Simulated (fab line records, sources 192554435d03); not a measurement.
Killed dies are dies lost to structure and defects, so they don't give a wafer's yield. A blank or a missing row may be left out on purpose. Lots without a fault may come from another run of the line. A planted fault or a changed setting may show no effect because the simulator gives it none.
Chamber matching | flow n5_finfet | N5_BEOL_M7_ETCH_65 on rie_diel-04: 4 sister chambers
The step etches SiARC in CF4, target depth 15.6 nm, time 26 s. 4 wafers are shown with their chamber, then 12 later ones without.

WAFERS WITH THEIR CHAMBER
wafer  | chamber | drypump_motor_current_A (A)
L089.3 | 0       | 6.0
L091.1 | 3       | 4.9
L091.3 | 2       | 4.9
L091.4 | 1       | 5.5

WAFERS WITHOUT THEIR CHAMBER
wafer  | drypump_motor_current_A (A)
L090.2 | 4.9
L090.3 | 6.0
L090.6 | 5.5
L092.1 | 4.9
L092.3 | 5.5
L092.6 | 6.1
L093.1 | 4.9
L093.3 | 6.0
L093.6 | 4.9
L094.2 | 5.5
L094.3 | 4.9
L094.6 | 4.9

WHICH CHAMBER EACH WENT THROUGH
wafer  | from the rows above     | in truth
L090.2 | can't be placed: 2 or 3 | 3
L090.3 | 0                       | 0
L090.6 | 1                       | 1
L092.1 | can't be placed: 2 or 3 | 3
L092.3 | 1                       | 1
L092.6 | 0                       | 0
L093.1 | can't be placed: 2 or 3 | 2
L093.3 | 0                       | 0
L093.6 | can't be placed: 2 or 3 | 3
L094.2 | 1                       | 1
L094.3 | can't be placed: 2 or 3 | 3
L094.6 | can't be placed: 2 or 3 | 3
Placed correctly: 6 of 12. Can't be placed from these rows: 6 (the true chamber is among the candidates in 6). Placed wrongly: 0.
How it was worked out, from the rows above alone: a wafer's distance from a chamber is the root of the sum, over the readings, of the square of ((its reading less the chamber's mean) divided by the reading's scatter). The wafer belongs to the nearest chamber; if the next one is less than 2 further off, it can't be placed. A chamber's mean is the mean of its shown wafers. The scatter: with one shown wafer a chamber, the root of the mean of the squares of how far each hidden wafer lies from its nearest shown one.
